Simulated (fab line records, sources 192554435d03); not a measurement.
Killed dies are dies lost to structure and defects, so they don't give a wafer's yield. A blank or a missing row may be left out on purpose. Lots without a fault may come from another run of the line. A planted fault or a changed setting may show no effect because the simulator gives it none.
Chamber matching | flow n5_finfet | N5_BEOL_M9_ALD_74 on ald_metal-03: 4 sister chambers
The step deposits TaN, target thk 2 nm, pulse time 2 s, purge time 3 s. 4 wafers are shown with their chamber, then 10 later ones without.

WAFERS WITH THEIR CHAMBER
wafer  | chamber | heater_power_w (W)
L087.5 | 1       | 421
L087.6 | 2       | 439
L091.1 | 0       | 383
L091.2 | 3       | 408

WAFERS WITHOUT THEIR CHAMBER
wafer  | heater_power_w (W)
L091.3 | 427
L091.4 | 433
L091.5 | 414
L091.6 | 375
L092.4 | 430
L092.5 | 375
L092.6 | 406
L095.2 | 400
L095.3 | 427
L095.4 | 369

WHICH CHAMBER EACH WENT THROUGH
wafer  | from the rows above          | in truth
L091.3 | can't be placed: 1 or 2 or 3 | 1
L091.4 | can't be placed: 2 or 1      | 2
L091.5 | can't be placed: 3 or 1      | 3
L091.6 | 0                            | 0
L092.4 | can't be placed: 1 or 2 or 3 | 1
L092.5 | 0                            | 0
L092.6 | can't be placed: 3 or 1      | 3
L095.2 | can't be placed: 3 or 0 or 1 | 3
L095.3 | can't be placed: 1 or 2 or 3 | 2
L095.4 | 0                            | 0
Placed correctly: 3 of 10. Can't be placed from these rows: 7 (the true chamber is among the candidates in 7). Placed wrongly: 0.
How it was worked out, from the rows above alone: a wafer's distance from a chamber is the root of the sum, over the readings, of the square of ((its reading less the chamber's mean) divided by the reading's scatter). The wafer belongs to the nearest chamber; if the next one is less than 2 further off, it can't be placed. A chamber's mean is the mean of its shown wafers. The scatter: with one shown wafer a chamber, the root of the mean of the squares of how far each hidden wafer lies from its nearest shown one.
